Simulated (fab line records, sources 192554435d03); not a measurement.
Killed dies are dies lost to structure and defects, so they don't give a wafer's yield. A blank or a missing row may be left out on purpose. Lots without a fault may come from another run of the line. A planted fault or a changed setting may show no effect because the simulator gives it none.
fab line records | flow n5_finfet | part 1 of 2: steps 1 to 18 of 27
record lots=5 wafers=15 last_day=16
route steps=1938 shown SDB@350
lots that met no fault: from a run of the same line without faults
start_h: hours from the record's first day to the start of the lot's first wafer shown | wait_h: hours since the lot's step before | " the same as in the row above | L1.1+2: a row that stands for several wafers | - no value, or no start given | * or withheld: withheld | < > ~ a bound
route shown NAME@n: a module of which the file shows steps, and the number in the route of the first | usual: mean/standard deviation of fault-free wafers | same: alike in all rows | chamber/n: place in a boat | sites: the reading at each site | _std_site: their standard deviation | _edge_site: outer sites' mean less inner sites' | radius_mm: how far each site lies from the wafer's centre | mask NAME#n: copy n | behind: the tool/chamber that last shaped the wafer | hold: why the lot was held/for how many hours/how that ended | device: the transistor (n, p or np) that didn't switch | end of line: the same wafers' tests at the end of the route | a step without rows: its recipe alone | killed: dies lost to structure and defects at the first sort, not the wafer's yield | map: a wafer's dies, x killed, . not, _ none there
set.NAME: the setting as run; set.NAME@STEP: as run at that earlier step | model.NAME: the simulator's own value behind a step, which no gauge read
lots at some steps of the route; a table a step, a row a wafer
services: from which hour (start_h, from the record's first day; less than 0 if before it) a tool's chamber was out of use, for how many hours, and why
## steps
# step N5_SDB_COAT_05
# recipe resist=CAR-ArF spin_rpm=1500 resist_thk_nm=90
# columns lot.wafer tool chamber start_h wait_h
L074.4+5+6 litho_track-01 0 - -
L075.1+2+5 litho_track-04 0 - -
L082.2+3+6 litho_track-04 0 - -
L087.3+4+5 litho_track-01 0 - -
L093.4+5+6 litho_track-04 0 - -
# step N5_SDB_EBR_07
# recipe solvent=PGMEA ebr_width_mm=1.5
# columns lot.wafer tool chamber start_h wait_h
L074.4+5+6 litho_track-01 0 - -
L075.1+2+5 litho_track-04 0 - -
L082.2+3+6 litho_track-04 0 - -
L087.3+4+5 litho_track-01 0 - -
L093.4+5+6 litho_track-04 0 - -
# step N5_SDB_SOFTBAKE_06
# recipe temp_c=110 time_s=60 resist=CAR-ArF
# usual heater_power_total_W=175.3/1.5
# columns lot.wafer tool chamber start_h wait_h heater_power_total_W
L074.4 litho_track-01 0 - - 173.7
L074.5 " 0 " " 177.4
L074.6 " 0 " " 176.7
L075.1 litho_track-04 0 - - 175.1
L075.2 " 0 " " 176.9
L075.5 " 0 " " 173.2
L082.2 litho_track-04 0 - - 173.0
L082.3 " 0 " " 177.3
L082.6 " 0 " " 174.7
L087.3 litho_track-01 0 - - 177.2
L087.4 " 0 " " 177.0
L087.5 " 0 " " 177.0
L093.4 litho_track-04 0 - - 174.4
L093.5 " 0 " " 174.1
L093.6 " 0 " " 177.2
# step N5_SDB_EXPOSE_08
# recipe mask_id=SDB na=1.35 source_shape=conventional sigma_outer=0.5 polarization=unpolarized dose_mj=49.6
# columns lot.wafer tool chamber start_h wait_h mask
L074.4+5+6 arfi_scanner-02 0 66.80 - SDB#0
L075.1+2+5 arfi_scanner-01 0 72.15 - SDB#0
L082.2+3+6 arfi_scanner-02 0 118.97 - SDB#0
L087.3+4+5 arfi_scanner-03 0 147.78 - SDB#0
L093.4+5+6 arfi_scanner-02 0 179.22 - SDB#0
# step N5_SDB_PEB_09
# recipe peb_temp_c=withheld peb_time_s=60 resist=CAR-ArF
# columns lot.wafer tool chamber start_h wait_h
L074.4+5+6 litho_track-04 0 66.84 0.0
L075.1+2+5 litho_track-01 0 72.21 0.1
L082.2+3+6 litho_track-04 0 119.02 0.0
L087.3+4+5 litho_track-01 0 147.83 0.0
L093.4+5+6 litho_track-04 0 179.27 0.0
# step N5_SDB_DEVELOP_10
# recipe develop_time_s=30 developer=TMAH resist=CAR-ArF rinse_liquid=diw dry=air_spin dev_temp_c=23
# columns lot.wafer tool chamber start_h wait_h
L074.4+5+6 litho_track-04 0 - -
L075.1+2+5 litho_track-01 0 - -
L082.2+3+6 litho_track-04 0 - -
L087.3+4+5 litho_track-01 0 - -
L093.4+5+6 litho_track-04 0 - -
# step N5_SDB_CD_MEAS_11
# recipe target_cd_nm=50 landing_energy_ev=500 detector=se_inlens polarity=opening
# usual cd_nm=50.7/0.93
# columns lot.wafer tool chamber start_h wait_h cd_nm
L074.4 cd_sem-03 0 66.91 - 50.8
L074.5 " 0 " " 51.4
L074.6 " 0 " " 51.2
L075.1 cd_sem-03 0 72.28 - 51.8
L075.2 " 0 " " 51.1
L075.5 " 0 " " 51.6
L082.2 cd_sem-02 0 119.09 - 51.5
L082.3 " 0 " " 51.0
L082.6 " 0 " " 50.8
L087.3 cd_sem-02 0 147.90 - 50.2
L087.4 " 0 " " 49.9
L087.5 " 0 " " 49.5
L093.4 cd_sem-03 0 179.34 - 50.3
L093.5 " 0 " " 51.9
L093.6 " 0 " " 52.3
# step N5_SDB_OVL_MEAS_12
# recipe points_per_wafer=44
# usual SDB_OVL=1.0/0.85
# columns lot.wafer tool chamber start_h wait_h SDB_OVL[nm]
L074.4 overlay-02 0 66.94 0.0 0.0
L074.5 " 0 " " -1.1
L074.6 " 0 " " 0.5
L075.1 overlay-02 0 72.31 0.0 0.7
L075.2 " 0 " " 0.9
L075.5 " 0 " " 1.1
L082.2 overlay-02 0 119.12 0.0 1.7
L082.3 " 0 " " 1.3
L082.6 " 0 " " 2.0
L087.3 overlay-01 0 147.92 0.0 1.3
L087.4 " 0 " " 1.7
L087.5 " 0 " " 2.1
L093.4 overlay-01 0 179.36 0.0 0.5
L093.5 " 0 " " 0.1
L093.6 " 0 " " 0.5
# step N5_SDB_INSPECT_13
# recipe mode=adi inspect_instrument=brightfield
# usual raw_defect_count=76/31
# columns lot.wafer tool chamber start_h wait_h raw_defect_count
L074.4 defect_inspect-02 - 66.96 0.0 79
L074.5 " - " " 119
L074.6 " - " " 166
L075.1 defect_inspect-01 - 72.33 0.0 89
L075.2 " - " " 102
L075.5 " - " " 88
L082.2 defect_inspect-02 - 119.14 0.0 75
L082.3 " - " " 77
L082.6 " - " " 86
L087.3 defect_inspect-01 - 147.95 0.0 42
L087.4 " - " " 76
L087.5 " - " " 55
L093.4 defect_inspect-02 - 179.39 0.0 92
L093.5 " - " " 80
L093.6 " - " " 103
# step N5_SDB_DESCUM_16
# recipe chemistry=O2 time_s=7.9 source_power_w=50 bias_power_w=20 pressure_mtorr=20 rf_frequency_hz=2.712e+07 temp_c=40 resist=CAR-ArF o2_flow_sccm=225
# usual bias_power_w=20.01/0.063 chamber_pressure_mTorr=19.997/0.021 drypump_motor_current_A=5.4/0.39 o2_flow_sccm=224.9/0.7 oes_product_au=0.80/0.094 rf_vpp_V=243.2/1.5 showerhead_plenum_p_Torr=2.09/0.084 throttle_valve_pct=20.33/0.14
# columns lot.wafer tool chamber start_h wait_h bias_power_w chamber_pressure_mTorr drypump_motor_current_A o2_flow_sccm oes_product_au rf_hours_counter_h rf_vpp_V showerhead_plenum_p_Torr throttle_valve_pct
L074.4 rie_diel-04 2 67.33 0.4 19.99 19.984 4.8 225.8 1.00 1 243.2 2.07 20.30
L074.5 " 1 " " 20.04 19.976 5.3 224.3 0.74 - 243.3 2.16 20.48
L074.6 " 0 " " 20.09 20.016 5.9 223.7 0.73 - 242.1 1.99 20.42
L075.1 rie_diel-05 0 72.53 0.2 19.93 20.012 5.0 224.4 0.86 40 244.6 2.13 19.97
L075.2 " 2 " " 20.11 20.025 5.9 225.0 0.75 156 245.0 2.19 20.34
L075.5 " 1 " " 20.02 20.025 5.5 223.2 0.77 - 241.0 1.98 20.32
L082.2 rie_diel-02 3 119.18 0.0 20.03 19.992 5.4 225.7 0.95 17 245.5 2.13 20.23
L082.3 " 2 " " 19.92 20.019 5.9 224.9 0.73 178 243.5 2.16 20.42
L082.6 " 2 " " 19.89 20.007 5.9 225.3 0.73 - 245.1 2.16 20.42
L087.3 rie_diel-05 3 147.98 0.0 19.92 20.000 5.7 224.7 0.95 6 244.7 2.21 20.13
L087.4 " 1 " " 20.03 20.000 5.6 225.5 0.75 180 241.4 1.97 20.36
L087.5 " 3 " " 19.86 19.976 5.7 224.5 0.94 - 245.4 2.21 20.13
L093.4 rie_diel-04 2 179.42 0.0 20.03 20.018 4.8 225.1 0.88 42 242.2 2.05 20.38
L093.5 " 2 " " 20.06 19.986 4.8 225.3 0.88 - 241.8 2.05 20.37
L093.6 " 3 " " 20.02 20.027 5.6 225.9 0.70 - 242.1 1.97 20.28
# step N5_SDB_ETCH_17
# recipe chemistry=CF4 target=SiARC target_depth_a=234 mask_material=CAR-ArF time_s=39 ion_energy_ev=80 pressure_mtorr=40 source_w=545 bias_w=36 Ar_flow_sccm=100 cf4_flow_sccm=100 ends=cleared
# usual chamber_pressure_mTorr=40.00/0.039 drypump_motor_current_A=5.4/0.39 etch_rf_on_time_s=39.3/0.6 oes_product_au=0.68/0.078 rf_vpp_V=184.0/1.2 showerhead_plenum_p_Torr=2.14/0.077 throttle_valve_pct=15.58/0.2
# columns lot.wafer tool chamber start_h wait_h chamber_pressure_mTorr drypump_motor_current_A etch_rf_on_time_s oes_product_au rf_hours_counter_h rf_vpp_V showerhead_plenum_p_Torr throttle_valve_pct
L074.4 rie_diel-04 2 67.36 0.0 40.02 4.8 38.4 0.84 1 183.6 2.11 15.37
L074.5 " 1 " " 40.02 5.3 39.4 0.63 - 185.1 2.22 15.78
L074.6 " 0 " " 39.99 5.9 39.4 0.62 - 182.3 2.06 15.73
L075.1 rie_diel-05 0 72.56 0.0 39.94 5.0 38.8 0.73 40 184.5 2.18 15.19
L075.2 " 2 " " 39.98 5.9 39.2 0.64 156 185.1 2.23 15.53
L075.5 " 1 " " 40.05 5.4 40.1 0.65 - 184.5 2.07 15.72
L082.2 rie_diel-02 3 119.21 0.0 40.02 5.4 39.1 0.79 17 186.0 2.20 15.48
L082.3 " 2 " " 40.05 5.9 38.8 0.63 178 183.6 2.22 15.79
L082.6 " 2 " " 39.99 5.9 39.0 0.63 - 184.9 2.22 15.77
L087.3 rie_diel-05 3 148.02 0.0 39.95 5.7 40.3 0.79 6 185.5 2.27 15.37
L087.4 " 1 " " 39.96 5.5 40.1 0.63 180 183.4 2.06 15.75
L087.5 " 3 " " 40.01 5.7 40.4 0.79 - 186.1 2.27 15.39
L093.4 rie_diel-04 2 179.45 0.0 39.95 4.8 39.1 0.75 42 184.1 2.09 15.46
L093.5 " 2 " " 40.01 4.8 39.1 0.75 - 182.4 2.09 15.46
L093.6 " 3 " " 40.00 5.7 39.9 0.60 - 182.1 2.04 15.67
# step N5_SDB_ETCH_18
# recipe chemistry=N2/H2 target=SOC target_depth_a=1000 overetch_a=200 mask_material=SiARC temp_c=40 time_s=150 ion_energy_ev=200 pressure_mtorr=30 source_w=840 bias_w=150 n2_flow_sccm=200 h2_flow_sccm=200
# usual chamber_pressure_mTorr=30.00/0.032 drypump_motor_current_A=5.4/0.39 oes_product_au=0.71/0.08 rf_vpp_V=523.8/2.8 showerhead_plenum_p_Torr=2.54/0.095 throttle_valve_pct=17.77/0.23
# columns lot.wafer tool chamber start_h wait_h chamber_pressure_mTorr drypump_motor_current_A oes_product_au rf_hours_counter_h rf_vpp_V showerhead_plenum_p_Torr throttle_valve_pct
L074.4 rie_diel-04 2 67.40 0.0 30.00 4.8 0.88 2 521.9 2.49 17.52
L074.5 " 1 " " 30.02 5.3 0.66 - 526.7 2.62 17.89
L074.6 " 0 " " 30.04 5.9 0.65 - 521.4 2.44 17.94
L075.1 rie_diel-05 0 72.60 0.0 30.03 4.9 0.75 40 525.3 2.59 17.39
L075.2 " 2 " " 29.99 5.9 0.67 156 526.5 2.65 17.79
L075.5 " 1 " " 30.08 5.5 0.69 - 519.9 2.44 17.92
L082.2 rie_diel-02 3 119.25 0.0 29.95 5.4 0.84 17 525.9 2.58 17.55
L082.3 " 2 " " 30.00 5.9 0.65 178 527.0 2.65 17.99
L082.6 " 2 " " 30.00 5.9 0.65 - 527.6 2.65 18.00
L087.3 rie_diel-05 3 148.05 0.0 29.95 5.7 0.84 6 529.7 2.72 17.66
L087.4 " 1 " " 29.98 5.5 0.67 180 519.5 2.43 17.97
L087.5 " 3 " " 30.02 5.7 0.84 - 527.8 2.72 17.66
L093.4 rie_diel-04 2 179.49 0.0 30.01 4.8 0.79 42 521.0 2.47 17.58
L093.5 " 2 " " 29.95 4.8 0.79 - 522.8 2.47 17.58
L093.6 " 3 " " 30.01 5.6 0.64 - 520.0 2.42 17.84
# step N5_SDB_STRIP_19
# recipe chemistry=N2/H2 temp_c=40 n2_flow_sccm=200 h2_flow_sccm=200 rf_frequency_hz=6e+07
# columns lot.wafer tool chamber start_h wait_h
L074.4+5+6 rie_diel-04 2,1,0 67.53 0.1
L075.1+2+5 rie_diel-05 0,2,1 72.73 0.1
L082.2+3+6 rie_diel-02 3,2,2 119.37 0.1
L087.3+4+5 rie_diel-05 3,1,3 148.18 0.1
L093.4+5+6 rie_diel-04 2,2,3 179.62 0.1
# step N5_SDB_STRIP_21
# recipe chemistry=CF4 resist=SiARC power_w=300 bias_power_w=75 pressure_mtorr=50 cf4_flow_sccm=150 rf_frequency_hz=6e+07
# usual bias_power_w=75.01/0.24 chamber_pressure_mTorr=50.00/0.043 drypump_motor_current_A=5.4/0.39 oes_product_au=0.78/0.087 rf_vpp_V=271.0/1.7 showerhead_plenum_p_Torr=1.80/0.064 throttle_valve_pct=13.56/0.2
# columns lot.wafer tool chamber start_h wait_h bias_power_w chamber_pressure_mTorr drypump_motor_current_A oes_product_au rf_hours_counter_h rf_vpp_V showerhead_plenum_p_Torr throttle_valve_pct
L074.4 rie_diel-04 2 67.54 0.0 75.27 49.95 4.8 0.97 2 271.0 1.77 13.34
L074.5 " 1 " " 75.52 50.06 5.3 0.72 - 273.2 1.85 13.74
L074.6 " 0 " " 75.18 49.96 5.9 0.73 - 268.5 1.73 13.70
L075.1 rie_diel-05 0 72.74 0.0 75.06 49.99 4.9 0.84 40 272.3 1.84 13.22
L075.2 " 2 " " 74.74 50.03 5.9 0.73 156 273.9 1.87 13.50
L075.5 " 1 " " 75.05 50.02 5.5 0.76 - 269.6 1.73 13.66
L082.2 rie_diel-02 3 119.38 0.0 74.98 50.02 5.4 0.92 18 271.2 1.85 13.46
L082.3 " 2 " " 74.79 49.99 5.9 0.72 179 273.5 1.85 13.78
L082.6 " 2 " " 74.86 50.03 5.9 0.72 - 271.3 1.85 13.76
L087.3 rie_diel-05 3 148.19 0.0 74.50 50.00 5.7 0.93 6 273.0 1.90 13.32
L087.4 " 1 " " 74.65 50.10 5.5 0.74 180 268.2 1.72 13.70
L087.5 " 3 " " 74.86 50.00 5.7 0.93 - 275.8 1.90 13.31
L093.4 rie_diel-04 2 179.63 0.0 74.81 49.94 4.8 0.87 42 268.9 1.76 13.40
L093.5 " 2 " " 74.65 50.00 4.8 0.87 - 270.3 1.76 13.40
L093.6 " 3 " " 75.17 49.96 5.6 0.70 - 269.7 1.72 13.69
# step N5_SDB_HM_OPEN_20
# recipe chemistry=CH3F/O2 target=SiNx mask_material=SOC target_depth_a=240 stop_on=poly-Si over_etch_frac=0.4 ion_energy_ev=120 pressure_mtorr=30 source_w=395 bias_w=73 Ar_flow_sccm=150 CH3F_flow_sccm=30 O2_flow_sccm=20
# usual chamber_pressure_mTorr=29.999/0.03 drypump_motor_current_A=5.4/0.39 oes_ar_750_au=0.79/0.086 oes_o_777_au=0.78/0.089 oes_product_au=0.65/0.072 rf_vpp_V=298/4.2 showerhead_plenum_p_Torr=2.00/0.077 throttle_valve_pct=16.29/0.21
# columns lot.wafer tool chamber start_h wait_h chamber_pressure_mTorr drypump_motor_current_A oes_ar_750_au oes_o_777_au oes_product_au rf_hours_counter_h rf_vpp_V showerhead_plenum_p_Torr throttle_valve_pct
L074.4 rie_diel-04 2 67.56 0.0 29.952 4.8 0.97 0.99 0.81 2 301 1.96 16.10
L074.5 " 1 " " 29.992 5.3 0.74 0.72 0.60 - 294 2.08 16.55
L074.6 " 0 " " 29.998 5.9 0.73 0.72 0.60 - 293 1.92 16.42
L075.1 rie_diel-05 0 72.76 0.0 29.976 5.0 0.84 0.85 0.68 40 298 2.02 15.81
L075.2 " 2 " " 29.994 5.9 0.75 0.75 0.60 156 301 2.08 16.20
L075.5 " 1 " " 29.998 5.5 0.76 0.73 0.63 - 301 1.93 16.45
L082.2 rie_diel-02 3 119.40 0.0 30.004 5.4 0.92 0.90 0.76 18 296 2.04 16.14
L082.3 " 2 " " 30.002 5.9 0.75 0.75 0.60 179 290 2.08 16.51
L082.6 " 2 " " 30.040 5.9 0.75 0.75 0.61 - 290 2.08 16.51
L087.3 rie_diel-05 3 148.21 0.0 30.011 5.7 0.92 0.89 0.74 6 301 2.13 16.14
L087.4 " 1 " " 30.040 5.5 0.74 0.70 0.60 180 301 1.92 16.48
L087.5 " 3 " " 30.025 5.7 0.93 0.89 0.76 - 302 2.13 16.13
L093.4 rie_diel-04 2 179.65 0.0 29.977 4.8 0.87 0.88 0.73 42 301 1.95 16.18
L093.5 " 2 " " 30.010 4.8 0.87 0.88 0.72 - 300 1.95 16.18
L093.6 " 3 " " 30.000 5.6 0.69 0.68 0.59 - 304 1.89 16.33
# step N5_SDB_STRIP_22
# recipe chemistry=N2/H2 power_w=1000 temp_c=250 h2_frac=0.65 overash_fraction=0.3 pressure_mtorr=withheld n2_flow_sccm=1750 h2_flow_sccm=3250
# usual drypump_motor_current_A=5.72/0.27 heater_power_w=347/30 oes_product_au=0.716/0.0048 strip_time_to_endpoint_s=96.6/0.39
# columns lot.wafer tool chamber start_h wait_h drypump_motor_current_A heater_power_w oes_product_au rf_hours_counter_h strip_time_to_endpoint_s
L074.4 plasma_asher-01 1 67.68 0.1 5.26 383 0.718 - 96.5
L074.5 " 0 " " 5.90 363 0.710 - 96.7
L074.6 " 1 " " 5.25 402 0.714 - 96.5
L075.1 plasma_asher-01 1 72.84 0.1 5.30 387 0.722 86 96.0
L075.2 " 0 " " 5.91 361 0.717 86 95.9
L075.5 " 0 " " 5.88 375 0.719 - 96.6
L082.2 plasma_asher-01 1 119.49 0.1 5.25 386 0.713 95 95.9
L082.3 " 0 " " 5.91 356 0.716 - 96.3
L082.6 " 0 " " 5.91 366 0.713 - 96.5
L087.3 plasma_asher-02 1 148.33 0.1 5.88 314 0.719 - 96.7
L087.4 " 0 " " 5.80 325 0.712 - 96.9
L087.5 " 1 " " 5.89 325 0.722 - 96.5
L093.4 plasma_asher-02 1 179.77 0.1 5.93 323 0.720 - 96.7
L093.5 " 0 " " 5.81 315 0.707 - 96.8
L093.6 " 1 " " 5.93 304 0.717 - 96.7
# step N5_SDB_PRECLEAN_23
# recipe chemistry=dHF time_s=30 temp_c=25 dilution=withheld
# columns lot.wafer tool chamber start_h wait_h
L074.4+5+6 wet_bench-06 0,3,7 67.79 0.1
L075.1+2+5 wet_bench-01 0,2,4 72.98 0.1
L082.2+3+6 wet_bench-01 6,0,4 119.63 0.1
L087.3+4+5 wet_bench-05 5,3,4 148.44 0.1
L093.4+5+6 wet_bench-06 6,7,3 179.88 0.1
# step N5_SDB_DUMMY_REMOVE_24
# recipe chemistry=TMAH temp_c=70 target=poly-Si stop_on=SiO2 target_depth_nm=142 conc_wt_pct=5 time_s=57 dry=ipa_marangoni rinse_time_s=30 rinse_temp_c=23
# usual bath_guard_temp_C=70.1/0.59
# columns lot.wafer tool chamber start_h wait_h bath_guard_temp_C
L074.4 wet_bench-06 0 67.80 0.0 70.3
L074.5 " 3 " " 71.1
L074.6 " 7 " " 69.9
L075.1 wet_bench-01 0 73.00 0.0 70.6
L075.2 " 2 " " 69.3
L075.5 " 4 " " 69.8
L082.2 wet_bench-01 6 119.64 0.0 69.8
L082.3 " 0 " " 70.9
L082.6 " 4 " " 69.6
L087.3 wet_bench-05 5 148.45 0.0 70.3
L087.4 " 3 " " 71.2
L087.5 " 4 " " 68.9
L093.4 wet_bench-06 6 179.89 0.0 70.2
L093.5 " 7 " " 70.1
L093.6 " 3 " " 71.8
